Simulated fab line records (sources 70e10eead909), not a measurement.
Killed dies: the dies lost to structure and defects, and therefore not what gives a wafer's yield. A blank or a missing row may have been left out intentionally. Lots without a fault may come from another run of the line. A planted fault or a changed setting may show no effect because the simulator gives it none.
Which tool was responsible? | flow nandHarc | at 1 step of a route of 1302, 12 lots with 36 wafers sampled

== WHAT THE GAUGES SHOWED, per wafer ==
NHARC_P_ZERO_WELL_CD_MEAS_11: the cd target is 500 nm.
lot  | measured     | on       | cdNm (nm)
L075 | day 2 07:07  | cdSem-02 | 505.6 502.9 503.2
L077 | day 3 03:15  | cdSem-03 | 498.8 498.6 499.3
L079 | day 3 23:07  | cdSem-03 | 502.1 502.3 502.9
L081 | day 4 19:14  | cdSem-01 | 499.8 497.9 498.0
L083 | day 5 15:15  | cdSem-02 | 502.4 500.2 501.2
L085 | day 6 11:14  | cdSem-02 | 500.9 500.8 501.0
L087 | day 7 07:22  | cdSem-02 | 500.8 500.0 501.2
L089 | day 8 03:14  | cdSem-03 | 502.5 501.2 500.3
L091 | day 8 23:07  | cdSem-01 | 501.1 503.3 501.4
L093 | day 9 19:07  | cdSem-03 | 500.2 498.1 500.2
L095 | day 10 15:07 | cdSem-01 | 502.9 505.7 501.8
L097 | day 11 11:14 | cdSem-01 | 499.8 498.1 496.7

== EACH LOT AND THE TOOL THAT RAN IT (in order: tool; ch and the chambers of the sampled wafers; start) ==
The record holds no process step before these readings.

== THE ANSWER, worked out from the rows above alone ==
Rule: the usual values come from the lots themselves. The widest of any qualifying gaps counts: lots, ordered by their means at a reading, are off when they make up no more than a third of the lots, leave a main group of 4 or more, and stand apart from it by 3 or more times the standard deviation of that group's means. A main group whose means are all the same, to the digits that the tables above print for the reading, isn't used. Also off: a lot with no number at a reading for which 4 or more lots have one. Any other lot the step has rows for is counted as sound.
No lot is off on any of the readings shown, so nothing can be concluded from this.

== WHAT WAS PUT IN BY THE SIMULATOR ==
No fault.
